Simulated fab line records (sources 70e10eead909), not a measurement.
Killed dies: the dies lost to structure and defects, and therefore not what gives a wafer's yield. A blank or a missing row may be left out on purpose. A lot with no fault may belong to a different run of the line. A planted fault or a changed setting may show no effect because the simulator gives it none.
Which of the tools did it? -- flow nand harc -- 24 lots, 72 wafers sampled, at 6 steps of a route of 1302

== WHAT EACH GAUGE READ, for each wafer ==
NHARC_A_M1_INSPECT_11. Usual: raw defect count 94, standard deviation 35.
lot,measured,on,raw defect count,flag
L075,day 23 06:04,defect inspect-02,23 28 17,
L074,day 23 10:47,defect inspect-01,57 40 53,
L076,day 23 17:53,defect inspect-02,152 172 116,
L077,day 23 20:01,defect inspect-01,66 53 57,
L078,day 25 02:43,defect inspect-01,99 111 114,
L080,day 25 18:42,defect inspect-01,68 73 74,
L079,day 25 21:19,defect inspect-02,103 123 117,
L081,day 26 09:34,defect inspect-01,152 174 176,
L082,day 26 17:50,defect inspect-01,70 66 62,
L086,day 27 01:10,defect inspect-02,62 71 67,
L084,day 27 01:40,defect inspect-01,144 125 111,
L085,day 27 04:38,defect inspect-02,114 121 115,
L083,day 27 07:21,defect inspect-01,89 106 89,
L087,day 28 09:46,defect inspect-02,163 156 130,
L089,day 28 09:58,defect inspect-02,76 64 67,
L088,day 29 02:10,defect inspect-01,87 93 101,
L090,day 29 16:40,defect inspect-02,54 70 60,
L091,day 30 14:22,defect inspect-02,85 91 84,
L092,day 30 15:32,defect inspect-02,141 155 143,
L093,day 30 20:39,defect inspect-02,93 97 104,
L094,day 30 21:58,defect inspect-02,94 87 93,
L095,day 31 07:05,defect inspect-02,73 79 83,
L096,day 32 01:59,defect inspect-02,80 102 98,
L097,day 32 19:08,defect inspect-01,99 98 104,

NHARC_A_M1_THK_MEAS_24: measures by xrf. Usual: thk nm 154.5 nm, standard deviation 1.5.
lot,measured,on,thk nm (nm),flag
L075,day 23 08:34,film metro-02,155.8 152.7 156.4,
L074,day 23 13:17,film metro-02,153.7 154.4 156.5,
L076,day 23 20:47,film metro-02,155.2 153.0 155.2,
L077,day 23 22:53,film metro-02,155.9 154.1 156.1,
L078,day 25 05:11,film metro-02,155.3 155.7 154.1,
L080,day 25 21:10,film metro-02,154.8 152.4 154.3,
L079,day 25 23:47,film metro-02,154.8 156.1 155.1,
L081,day 26 12:03,film metro-02,153.2 153.8 152.1,
L082,day 26 20:20,film metro-02,154.7 154.6 152.1,
L086,day 27 03:38,film metro-02,154.5 155.1 155.7,
L084,day 27 04:09,film metro-02,153.3 155.8 156.0,
L085,day 27 07:08,film metro-01,154.7 153.6 155.9,
L083,day 27 09:50,film metro-02,154.1 153.9 153.5,
L087,day 28 12:17,film metro-01,151.8 152.9 154.4,
L089,day 28 12:29,film metro-02,155.9 152.3 154.4,
L088,day 29 04:38,film metro-02,154.5 151.7 154.1,
L090,day 29 19:39,film metro-02,154.1 151.9 153.2,
L091,day 30 16:51,film metro-01,154.3 154.6 155.2,
L092,day 30 18:03,film metro-01,155.6 154.6 155.7,
L093,day 30 23:08,film metro-02,156.4 154.9 152.4,
L094,day 31 00:41,film metro-01,158.8 154.0 155.6,
L095,day 31 09:32,film metro-02,154.7 157.1 155.8,
L096,day 32 04:44,film metro-02,150.9 155.6 153.8,
L097,day 32 21:37,film metro-01,152.7 153.7 150.3,

NHARC_A_M1_INSPECT_27. Usual: raw defect count 560, standard deviation 150.
lot,measured,on,raw defect count,flag
L075,day 23 08:44,defect inspect-02,717 788 547,
L074,day 23 13:26,defect inspect-01,447 424 384,
L076,day 23 20:56,defect inspect-01,660 569 399,
L077,day 23 23:02,defect inspect-01,444 322 396,
L078,day 25 05:20,defect inspect-02,570 716 523,
L080,day 25 21:20,defect inspect-01,884 679 577,
L079,day 25 23:57,defect inspect-01,666 1040 627,
L081,day 26 12:12,defect inspect-02,451 455 494,
L082,day 26 20:30,defect inspect-02,506 396 392,
L086,day 27 03:48,defect inspect-01,551 462 617,
L084,day 27 04:19,defect inspect-02,445 442 490,
L085,day 27 07:17,defect inspect-02,739 536 556,
L083,day 27 09:59,defect inspect-01,515 469 624,
L087,day 28 12:27,defect inspect-01,482 520 492,
L089,day 28 12:39,defect inspect-02,463 312 411,
L088,day 29 04:48,defect inspect-02,396 374 484,
L090,day 29 19:49,defect inspect-02,535 661 533,
L091,day 30 17:00,defect inspect-01,487 584 558,
L092,day 30 18:13,defect inspect-02,662 738 690,
L093,day 30 23:17,defect inspect-01,637 447 628,
L094,day 31 00:50,defect inspect-02,546 501 498,
L095,day 31 09:42,defect inspect-02,850 504 523,
L096,day 32 04:54,defect inspect-01,642 815 1205,
L097,day 32 21:46,defect inspect-01,612 545 752,

== WHICH TOOL RAN EACH LOT (tool, then ch and the chambers of the sampled wafers, then the start) ==
lot,NHARC_A_M1_ETCH_15,NHARC_A_M1_DEGAS_29,NHARC_A_M1_CMP_23
L075,"rie diel-02 ch 0,1,2, day 23 07:10 or earlier","pvd sputter-01, day 23 07:10","cmp-02 ch 0,2,3, day 23 08:19"
L074,"rie diel-01 ch 1,3, day 23 11:53 or earlier","pvd sputter-03, day 23 11:53","cmp-03 ch 1,2, day 23 12:57"
L076,"rie diel-03 ch 1,2,3, day 23 19:05 or earlier","pvd sputter-03, day 23 19:05","cmp-02 ch 0,2,3, day 23 20:28"
L077,"rie diel-01 ch 0,1,2, day 23 21:11 or earlier","pvd sputter-01, day 23 21:11","cmp-03 ch 0,2,3, day 23 22:34"
L078,"rie diel-02 ch 0,1,2, day 25 03:48 or earlier","pvd sputter-03, day 25 03:48","cmp-02 ch 0,1, day 25 04:53"
L080,"rie diel-03 ch 0,1,3, day 25 19:47 or earlier","pvd sputter-02, day 25 19:47","cmp-03 ch 1,2,3, day 25 20:52"
L079,"rie diel-03 ch 0,1,2, day 25 22:25 or earlier","pvd sputter-03, day 25 22:25","cmp-04 ch 0,2,3, day 25 23:30"
L081,"rie diel-03 ch 0,3, day 26 10:40 or earlier","pvd sputter-02, day 26 10:40","cmp-03 ch 0,1, day 26 11:46"
L082,"rie diel-01 ch 1,2,3, day 26 18:56 or earlier","pvd sputter-03, day 26 18:56","cmp-02 ch 0,1, day 26 20:04"
L086,"rie diel-03 ch 1,3, day 27 02:14 or earlier","pvd sputter-01, day 27 02:14","cmp-04 ch 0,3, day 27 03:20"
L084,"rie diel-03 ch 0,3, day 27 02:45 or earlier","pvd sputter-03, day 27 02:45","cmp-03 ch 0,1,2, day 27 03:50"
L085,"rie diel-01 ch 0,2, day 27 05:44 or earlier","pvd sputter-02, day 27 05:44","cmp-02 ch 0,1,3, day 27 06:52"
L083,"rie diel-01 ch 0,1,2, day 27 08:26 or earlier","pvd sputter-02, day 27 08:26","cmp-04 ch 0,1,3, day 27 09:31"
L087,"rie diel-01 ch 1,2,3, day 28 10:51 or earlier","pvd sputter-02, day 28 10:51","cmp-04 ch 0,2,3, day 28 11:59"
L089,"rie diel-02 ch 0,2,3, day 28 11:04 or earlier","pvd sputter-01, day 28 11:04","cmp-03 ch 1,2,3, day 28 12:11"
L088,"rie diel-01 ch 0,3, day 29 03:15 or earlier","pvd sputter-02, day 29 03:15","cmp-04 ch 1,2,3, day 29 04:23"
L090,"rie diel-01 ch 0,1,2, day 29 18:14 or earlier","pvd sputter-01, day 29 18:14","cmp-03 ch 2,3, day 29 19:20"
L091,"rie diel-01 ch 0,1, day 30 15:27 or earlier","pvd sputter-02, day 30 15:27","cmp-02 ch 0,1,3, day 30 16:35"
L092,"rie diel-01 ch 0,2,3, day 30 16:37 or earlier","pvd sputter-01, day 30 16:37","cmp-03 ch 0,1,2, day 30 17:46"
L093,"rie diel-03 ch 0,1,2, day 30 21:44 or earlier","pvd sputter-02, day 30 21:44","cmp-04 ch 0,1,3, day 30 22:52"
L094,"rie diel-03 ch 1,2, day 30 23:04 or earlier","pvd sputter-02, day 30 23:04","cmp-04 ch 2,3, day 31 00:24"
L095,"rie diel-03 ch 0,2,3, day 31 08:10 or earlier","pvd sputter-03, day 31 08:10","cmp-04 ch 1,3, day 31 09:14"
L096,"rie diel-03 ch 2,3, day 32 03:04 or earlier","pvd sputter-01, day 32 03:04","cmp-04 ch 1,2,3, day 32 04:31"
L097,"rie diel-03 ch 0,2, day 32 20:13 or earlier","pvd sputter-02, day 32 20:13","cmp-02 ch 0,1,3, day 32 21:19"
- NHARC_A_M1_ETCH_15: etches the open film in C4F8/Ar, target depth 182.5 nm, time 91.2 s.
- NHARC_A_M1_DEGAS_29: time 60 s.
- NHARC_A_M1_CMP_23: polishes, t overpolish 20 s, target thk 154.34 nm.

== AS READ BY THE TOOLS THEMSELVES (means over the sampled wafers that have a number; for cases with no such wafer, the mark the record gives instead) ==
NHARC_A_M1_ETCH_15. Usual: oes product au 0.944 a.u., standard deviation 0.022; rf vpp V 440 V, standard deviation 3.1.
lot,tool,oes product au (a.u.),rf vpp V (V),flag
L075,rie diel-02,0.950,443,
L074,rie diel-01,0.927,439,
L076,rie diel-03,0.924,442,
L077,rie diel-01,0.969,438,
L078,rie diel-02,0.917,443,
L080,rie diel-03,0.968,441,
L079,rie diel-03,0.974,440,
L081,rie diel-03,0.932,440,
L082,rie diel-01,0.948,438,
L086,rie diel-03,0.963,444,
L084,rie diel-03,0.976,439,
L085,rie diel-01,0.963,438,
L083,rie diel-01,0.927,438,
L087,rie diel-01,0.928,439,
L089,rie diel-02,0.936,441,
L088,rie diel-01,0.954,439,
L090,rie diel-01,0.926,439,
L091,rie diel-01,0.975,438,
L092,rie diel-01,0.929,438,
L093,rie diel-03,0.926,439,
L094,rie diel-03,0.919,441,
L095,rie diel-03,0.968,440,
L096,rie diel-03,0.930,441,
L097,rie diel-03,0.930,438,

NHARC_A_M1_DEGAS_29. Usual: heater power w 339 W, standard deviation 28.
lot,tool,heater power w (W),flag
L075,pvd sputter-01,357,
L074,pvd sputter-03,333,
L076,pvd sputter-03,314,
L077,pvd sputter-01,355,
L078,pvd sputter-03,336,
L080,pvd sputter-02,320,
L079,pvd sputter-03,335,
L081,pvd sputter-02,322,
L082,pvd sputter-03,316,
L086,pvd sputter-01,362,
L084,pvd sputter-03,303,
L085,pvd sputter-02,321,
L083,pvd sputter-02,329,
L087,pvd sputter-02,341,
L089,pvd sputter-01,360,
L088,pvd sputter-02,352,
L090,pvd sputter-01,344,
L091,pvd sputter-02,355,
L092,pvd sputter-01,367,
L093,pvd sputter-02,338,
L094,pvd sputter-02,328,
L095,pvd sputter-03,302,
L096,pvd sputter-01,359,
L097,pvd sputter-02,357,

NHARC_A_M1_CMP_23. Usual: edge zone pressure frac 1.000, standard deviation 0.0048; motor current A 11.8 A, standard deviation 0.9; time to endpoint s 29.7 s, standard deviation 2.4.
lot,tool,edge zone pressure frac,motor current A (A),time to endpoint s (s),flag
L075,cmp-02,0.997,12.0,30.5,
L074,cmp-03,1.004,10.8,32.7,
L076,cmp-02,1.004,11.6,30.6,
L077,cmp-03,0.997,12.2,28.0,
L078,cmp-02,1.001,11.8,31.6,
L080,cmp-03,1.000,11.5,31.5,
L079,cmp-04,0.998,11.9,29.4,
L081,cmp-03,0.999,11.9,29.5,
L082,cmp-02,0.999,11.7,26.9,
L086,cmp-04,0.999,11.3,31.8,
L084,cmp-03,0.998,11.5,31.6,
L085,cmp-02,1.004,11.9,25.7,
L083,cmp-04,1.000,11.2,27.8,
L087,cmp-04,0.999,11.7,28.6,
L089,cmp-03,1.002,11.8,29.9,
L088,cmp-04,1.001,11.5,30.0,
L090,cmp-03,1.003,11.4,29.3,
L091,cmp-02,1.002,11.9,31.8,
L092,cmp-03,0.997,11.7,29.7,
L093,cmp-04,0.999,11.5,31.5,
L094,cmp-04,0.995,11.7,32.4,
L095,cmp-04,1.000,11.8,28.5,
L096,cmp-04,1.001,12.1,29.9,
L097,cmp-02,0.999,12.3,25.6,

== THE ANSWER, worked out from the rows above alone ==
Rule: a lot is off if the mean of its wafers that have a number lies more than 3 standard deviations from the usual mean. Also off: a lot with no number at a reading for which 4 or more lots have one. All remaining lots with rows at the step are treated as sound. The gauges are gone through in route order, then the tools' own readings, and for those a lot's mean is taken as printed above. The first step at which some lot is off is used, and at that step the reading that is off furthest; a lot without a number counts as furthest.
Nothing can be told from this: no lot is off at any reading shown.

== WHAT THE SIMULATOR HAD PUT IN ==
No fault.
